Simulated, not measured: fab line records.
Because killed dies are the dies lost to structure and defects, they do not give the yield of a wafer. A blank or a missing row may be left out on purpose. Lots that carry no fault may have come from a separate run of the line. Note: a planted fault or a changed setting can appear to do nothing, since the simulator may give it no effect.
Split-lot study | flow n5-finfet | route with 1938 steps; 7 lots, 21 wafers read

THE SPLIT ITSELF
At N5_BEOL_M13_COAT_04 (resist thk 400 nm), the setting spin-rpm was moved away from the recipe's 1625 rpm on 7 of the 21 wafers read, by -8.4% to +10.3%. For the rest of the wafers, this setting stayed at what the recipe calls for.

FROM THE SPLIT TO THE READING: what the file shows between them, 3 steps
- N5_BEOL_M13_EBR_06
- N5_BEOL_M13_SOFTBAKE_05: time 60 s
- N5_BEOL_M13_DESCUM_15: chemistry O2, time 7.9 s

THE READING
coat_of_BEOL_M13_COAT_04.thk-nm (the simulator's own value, which no gauge read), in nm, at N5_BEOL_M13_ETCH_59 (etches BARC in N2/H2, target depth 89 nm, overetch 26.7 nm, time 67.9 s). The file gives no usual value for it. Across the 14 wafers here that went through the recipe, the average is 317.9 nm and the standard deviation 2.2 nm.

wafer  | tool, chamber at the split | spin-rpm as run, rpm | against the recipe | coat_of_BEOL_M13_COAT_04.thk-nm, nm | against lot-mates on the recipe
L075.1 | litho-track-03, 0          | 1577                 | -3.0%              | 322.2                               | +3.0
L075.2 | litho-track-03, 0          | 1625                 | recipe             | 319.8                               | -
L075.4 | litho-track-03, 0          | 1625                 | recipe             | 318.6                               | -
L081.2 | litho-track-03, 0          | 1625                 | recipe             | 315.8                               | -
L081.4 | litho-track-03, 0          | 1625                 | recipe             | 316.8                               | -
L081.6 | litho-track-03, 0          | 1625                 | recipe             | 314.4                               | -
L084.1 | litho-track-03, 0          | 1625                 | recipe             | 317.8                               | -
L084.5 | litho-track-03, 0          | 1488                 | -8.4%              | 339                                 | +21.5
L084.6 | litho-track-03, 0          | 1625                 | recipe             | 317.2                               | -
L086.1 | litho-track-04, 0          | 1625                 | recipe             | 316.2                               | -
L086.4 | litho-track-04, 0          | 1625                 | recipe             | 322.4                               | -
L086.5 | litho-track-04, 0          | 1745                 | +7.4%              | 303.2                               | -16.1
L090.1 | litho-track-04, 0          | 1625                 | recipe             | 317.8                               | -
L090.2 | litho-track-04, 0          | 1625                 | recipe             | 317.6                               | -
L090.4 | litho-track-04, 0          | 1625                 | recipe             | 316.2                               | -
L095.1 | litho-track-03, 0          | 1625                 | recipe             | 317.6                               | -
L095.2 | litho-track-03, 0          | 1793                 | +10.3%             | 298.8                               | -18.8
L095.3 | litho-track-03, 0          | 1793                 | +10.3%             | 300.4                               | -17.2
L096.1 | litho-track-03, 0          | 1709                 | +5.2%              | 312.6                               | -9.6
L096.2 | litho-track-03, 0          | 1709                 | +5.2%              | 310.2                               | -12.0
L096.6 | litho-track-03, 0          | 1625                 | recipe             | 322.2                               | -

FIT RESULTS
A straight line over all 21 wafers: coat_of_BEOL_M13_COAT_04.thk-nm changes by -1.89 nm for each +1% of spin-rpm; r = -0.96; the points scatter about the line by 2.5 nm.
The same after taking each lot's own level away (the mean of its wafers on the recipe; 21 wafers): -1.99 nm for each +1%; r = -0.98; scatter 2 nm.
Per that fit: largest spin-rpm move, reading shift of 21 nm.
The span of the lots' own levels, 315.67 to 322.20 nm, comes to 3.0 times the standard deviation stated above.
So the lot-to-lot level changes the slope little: the two slopes agree.
Check: with one of the wafers moved furthest among these (+10.3%) left out of the fit, the line predicts -20.9 nm for it against its lot-mates. Against them it came out at -18.8 nm.

THE WHOLE CHAIN: every reading that the file lists as answering this split, in the file's order
step                 | what it does                                                            | reading                                                                          | change (the file's fit)              | r (the file's)
N5_BEOL_M13_COAT_04  | resist thk 400 nm                                                       | coat_of_BEOL_M13_COAT_04.thk-nm (the simulator's own value, which no gauge read) | -2 nm for each +1% of the setting    | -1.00
N5_BEOL_M13_ETCH_59  | etches BARC in N2/H2, target depth 89 nm, overetch 26.7 nm, time 67.9 s | coat_of_BEOL_M13_COAT_04.thk-nm (the simulator's own value, which no gauge read) | -2.06 nm for each +1% of the setting | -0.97
N5_BEOL_M13_STRIP_63 | strips in N2/H2                                                         | strip-time-to-endpoint-s                                                         | withheld for each +1% of the setting | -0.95

THE FILE'S OWN FIT
coat_of_BEOL_M13_COAT_04.thk-nm changes by -2.06 nm for each +1% of spin-rpm, r = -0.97.
